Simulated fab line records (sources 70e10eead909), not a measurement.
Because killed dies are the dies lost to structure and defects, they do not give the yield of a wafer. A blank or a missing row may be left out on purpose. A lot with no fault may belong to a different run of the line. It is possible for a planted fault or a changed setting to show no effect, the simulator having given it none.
Check for tools in common    flow nandHarc    Lots sampled 3, wafers sampled 9

== REASON FOR OPENING ==
At NHARC_END_SORT_01 the reading killedAtArray is flagged on 3 of 3 lots. Fault-free wafers read 29, with a standard deviation of 13.
Rule: a lot is flagged when every wafer of it that has a number lies more than 4 standard deviations from that mean, or none has a number. The rest of the lots are taken to be sound.

lot   measured      on         killedAtArray, wafer by wafer  flag
L587  day 23 20:14  prober-01  675 670 669                    FLAGGED
L589  day 24 02:37  prober-02  672 674 676                    FLAGGED
L590  day 24 20:16  prober-01  676 676 676                    FLAGGED
The mean of the flagged lots' numbers is 674, +645 from the usual (+50 standard deviations).

== WHICH TOOL RAN EACH LOT ==
4 process steps preceding the reading are held in the record, out of 1159 steps in the route. Each cell gives the tool, then ch followed by the chambers the sampled wafers passed through, then the start.
lot   flag     NHARC_A_CONTACT_ETCH_75            NHARC_A_CONTACT_ETCH_126            NHARC_A_CONTACT_ETCH_127            NHARC_A_CONTACT_ETCH_91
L587  FLAGGED  rieDiel-01 ch 2,3, day 20 21:52    harCapEtch-02 ch 0,1, day 20 23:15  harCapEtch-02 ch 0,1, day 20 23:23  rieDiel-11 ch 2,3, day 21 00:49
L589  FLAGGED  rieDiel-01 ch 0,2,3, day 21 10:58  harCapEtch-03 ch 0,1, day 21 12:22  harCapEtch-03 ch 0,1, day 21 12:30  rieDiel-11 ch 1,2,3, day 21 13:54
L590  FLAGGED  rieDiel-01 ch 1,2,3, day 22 04:47  harCapEtch-03 ch 0,1, day 22 06:10  harCapEtch-03 ch 0,1, day 22 06:18  rieDiel-11 ch 0,1,3, day 22 07:44
What the steps here do:
- NHARC_A_CONTACT_ETCH_75: etches the open film in CF4, target depth 39 nm, time 65 s.
- NHARC_A_CONTACT_ETCH_126: etches the open film in C4F8/O2/Ar, time 155 s, target depth 956 nm.
- NHARC_A_CONTACT_ETCH_127: etches the open film in C4F8/O2/Ar, time 155 s, target depth 956 nm.
- NHARC_A_CONTACT_ETCH_91: etches the open film in CH3F/O2, target depth 40 nm, time 85.7 s.
- NHARC_END_SORT_01

== FLAGGED AGAINST TOTAL, ONE TOOL AT A TIME (gauges that did the reading follow at the end) ==
step                      tool           lots run  flagged  share of the flagged lots  sound lots run after its first flagged lot
NHARC_A_CONTACT_ETCH_75   rieDiel-01     3         3        all                        0
NHARC_A_CONTACT_ETCH_126  harCapEtch-02  1         1        some                       0
NHARC_A_CONTACT_ETCH_126  harCapEtch-03  2         2        some                       0
NHARC_A_CONTACT_ETCH_127  harCapEtch-02  1         1        some                       0
NHARC_A_CONTACT_ETCH_127  harCapEtch-03  2         2        some                       0
NHARC_A_CONTACT_ETCH_91   rieDiel-11     3         3        all                        0
NHARC_END_SORT_01         prober-01      2         2        some                       0
NHARC_END_SORT_01         prober-02      1         1        some                       0

== WHAT THE TABLE ALLOWS ==
Table rows that saw every flagged lot: 2, namely rieDiel-01 at NHARC_A_CONTACT_ETCH_75 and rieDiel-11 at NHARC_A_CONTACT_ETCH_91.
- rieDiel-01 at NHARC_A_CONTACT_ETCH_75: 3 of its 3 lots flagged. In this sample it ran no sound lot ahead of its first flagged lot, so there is no way to narrow down the start.
- rieDiel-11 at NHARC_A_CONTACT_ETCH_91: 3 of its 3 lots flagged. In this sample it ran no sound lot ahead of its first flagged lot, so there is no way to narrow down the start.
Because each of these 2 tools fits a fault that began at some hour, counting lots does not separate them. More lots, or a look at what each step does to the wafer, might.

== WHAT THE SIMULATOR HAD INSERTED ==
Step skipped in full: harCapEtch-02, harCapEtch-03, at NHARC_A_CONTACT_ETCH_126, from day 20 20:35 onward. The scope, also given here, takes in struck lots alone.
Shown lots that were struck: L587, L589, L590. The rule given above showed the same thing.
